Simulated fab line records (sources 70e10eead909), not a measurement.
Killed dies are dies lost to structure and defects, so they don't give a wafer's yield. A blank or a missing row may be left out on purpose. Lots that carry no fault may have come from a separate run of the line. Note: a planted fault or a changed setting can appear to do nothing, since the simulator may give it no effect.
Chamber matching | flow nand_harc | NHARC_A_STAIRCASE_ETCH_292 on rie_diel-08: 3 sister chambers
The step etches the open film in CF4/CHF3. 14 wafers are shown with their chamber, then 6 later ones without.

EACH WAFER AND ITS CHAMBER
wafer  | chamber | showerhead_plenum_p_Torr (Torr) | drypump_motor_current_A (A) | rf_vpp_V (V)
L079.1 | 1       | 1.70                            | 6.0                         | 375.6
L079.3 | 3       | 1.54                            | 5.7                         | 368.8
L079.5 | 3       | 1.54                            | 5.7                         | 369.9
L084.1 | 1       | 1.69                            | 6.0                         | 373.9
L084.5 | 2       | 1.51                            | 5.4                         | 366.7
L084.6 | 3       | 1.53                            | 5.7                         | 368.0
L083.1 | 1       | 1.69                            | 6.0                         | 375.3
L083.4 | 2       | 1.51                            | 5.5                         | 369.0
L083.6 | 2       | 1.51                            | 5.4                         | 365.6
L086.3 | 1       | 1.69                            | 6.0                         | 373.7
L086.4 | 3       | 1.53                            | 5.7                         | 369.4
L086.6 | 3       | 1.53                            | 5.7                         | 367.8
L094.1 | 2       | 1.50                            | 5.5                         | 368.3
L094.3 | 1       | 1.68                            | 6.0                         | 373.5

SIGNATURES, as means of the wafers listed above
reading                  | chamber 1 | chamber 2 | chamber 3 | scatter within a chamber
showerhead_plenum_p_Torr | 1.6900    | 1.5075    | 1.5340    | 0.00599
drypump_motor_current_A  | 6.000     | 5.450     | 5.700     | 0.0302
rf_vpp_V                 | 374.400   | 367.400   | 368.780   | 1.13
Rule: a wafer lies at a distance from a chamber equal to the root of the sum of squares, over the readings, of (its reading less the chamber's mean, divided by the reading's scatter). The wafer belongs to the nearest chamber; if the next one is less than 2 further off, it can't be placed. The scatter is the square root of a quotient: the sum, over the shown wafers, of each reading's squared deviation from its chamber's mean, divided by wafers minus chambers.

WAFERS WITHOUT THEIR CHAMBER
wafer  | showerhead_plenum_p_Torr (Torr) | drypump_motor_current_A (A) | rf_vpp_V (V)
L094.4 | 1.53                            | 5.7                         | 370.3
L095.1 | 1.50                            | 5.4                         | 368.1
L095.2 | 1.52                            | 5.7                         | 369.5
L097.1 | 1.68                            | 6.0                         | 373.0
L097.2 | 1.50                            | 5.4                         | 369.1
L097.5 | 1.52                            | 5.7                         | 368.4

WHICH CHAMBER EACH WENT THROUGH
wafer  | from the rows above | in truth
L094.4 | 3                   | 3
L095.1 | 2                   | 2
L095.2 | 3                   | 3
L097.1 | 1                   | 1
L097.2 | 2                   | 2
L097.5 | 3                   | 3
Correctly placed: 6 of 6. Number that these rows cannot place: 0. Wrongly placed: 0.
